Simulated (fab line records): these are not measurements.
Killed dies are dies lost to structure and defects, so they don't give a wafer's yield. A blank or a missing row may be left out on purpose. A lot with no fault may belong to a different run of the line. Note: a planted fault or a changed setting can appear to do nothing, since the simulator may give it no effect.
Matching of chambers / flow nand_harc / NHARC_A_CHANNEL_HOLE_D1_DEP_01 on pecvd-03 has 3 sister chambers
The step deposits SiON, target thk 140 nm. 6 wafers are shown with their chamber, then 7 later ones without.

WAFERS, EACH WITH ITS CHAMBER
wafer=L210.2; chamber=1; heater_power_w (W)=673; chamber_pressure_Torr (Torr)=3.488
wafer=L210.4; chamber=0; heater_power_w (W)=780; chamber_pressure_Torr (Torr)=3.516
wafer=L209.2; chamber=1; heater_power_w (W)=682; chamber_pressure_Torr (Torr)=3.498
wafer=L209.5; chamber=2; heater_power_w (W)=727; chamber_pressure_Torr (Torr)=3.489
wafer=L212.2; chamber=2; heater_power_w (W)=767; chamber_pressure_Torr (Torr)=3.493
wafer=L212.5; chamber=0; heater_power_w (W)=834; chamber_pressure_Torr (Torr)=3.504

WAFERS WITHOUT THEIR CHAMBER
wafer=L212.6; heater_power_w (W)=768; chamber_pressure_Torr (Torr)=3.500
wafer=L215.1; heater_power_w (W)=867; chamber_pressure_Torr (Torr)=3.494
wafer=L215.2; heater_power_w (W)=707; chamber_pressure_Torr (Torr)=3.495
wafer=L215.3; heater_power_w (W)=827; chamber_pressure_Torr (Torr)=3.502
wafer=L218.1; heater_power_w (W)=705; chamber_pressure_Torr (Torr)=3.495
wafer=L218.2; heater_power_w (W)=751; chamber_pressure_Torr (Torr)=3.499
wafer=L218.4; heater_power_w (W)=733; chamber_pressure_Torr (Torr)=3.503

EACH ONE'S CHAMBER
wafer=L212.6; from the rows above=can't be placed: 2 or 0 or 1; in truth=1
wafer=L215.1; from the rows above=can't be placed: 0 or 2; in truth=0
wafer=L215.2; from the rows above=can't be placed: 1 or 2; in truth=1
wafer=L215.3; from the rows above=can't be placed: 0 or 2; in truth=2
wafer=L218.1; from the rows above=can't be placed: 1 or 2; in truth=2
wafer=L218.2; from the rows above=can't be placed: 2 or 0 or 1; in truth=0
wafer=L218.4; from the rows above=can't be placed: 2 or 1 or 0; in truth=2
Correctly placed: 0 of 7. Unplaceable from these rows: 7, with the true chamber sitting among the candidates in 7. Placed wrongly: 0.
How it was worked out, from the rows above alone: a wafer's distance from a chamber is the root of the sum, over the readings, of the square of ((its reading less the chamber's mean) divided by the reading's scatter). If the next closest chamber is less than 2 further off than the closest, the wafer can't be placed; otherwise it belongs to the closest. For every chamber, the mean is computed from those of its wafers that are shown. How the scatter is found: for the shown wafers, subtract from each reading the mean of its chamber, square and add these, divide the total by (wafers less chambers), then take the root.
